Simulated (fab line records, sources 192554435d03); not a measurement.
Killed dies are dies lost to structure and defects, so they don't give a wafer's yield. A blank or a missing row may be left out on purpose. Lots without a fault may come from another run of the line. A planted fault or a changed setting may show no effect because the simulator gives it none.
Chamber matching | flow n5_finfet | N5_DUMMY_GATE_ETCH_36 on rie_diel-06: 4 sister chambers
The step etches SiARC in CF4, target depth 13 nm. 4 wafers are shown with their chamber, then 7 later ones without.

WAFERS WITH THEIR CHAMBER
wafer  | chamber | showerhead_plenum_p_Torr (Torr)
L083.1 | 1       | 2.12
L084.6 | 0       | 2.09
L086.1 | 2       | 2.23
L086.2 | 3       | 2.22

WAFERS WITHOUT THEIR CHAMBER
wafer  | showerhead_plenum_p_Torr (Torr)
L086.4 | 2.09
L087.1 | 2.08
L087.5 | 2.23
L087.6 | 2.22
L092.4 | 2.22
L092.5 | 2.08
L092.6 | 2.12

WHICH CHAMBER EACH WENT THROUGH
wafer  | from the rows above     | in truth
L086.4 | 0                       | 0
L087.1 | 0                       | 0
L087.5 | can't be placed: 2 or 3 | 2
L087.6 | can't be placed: 3 or 2 | 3
L092.4 | can't be placed: 3 or 2 | 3
L092.5 | 0                       | 0
L092.6 | 1                       | 1
Placed correctly: 4 of 7. Can't be placed from these rows: 3 (the true chamber is among the candidates in 3). Placed wrongly: 0.
How it was worked out, from the rows above alone: a wafer's distance from a chamber is the root of the sum, over the readings, of the square of ((its reading less the chamber's mean) divided by the reading's scatter). The wafer belongs to the nearest chamber; if the next one is less than 2 further off, it can't be placed. A chamber's mean is the mean of its shown wafers. The scatter: with one shown wafer a chamber, the root of the mean of the squares of how far each hidden wafer lies from its nearest shown one.
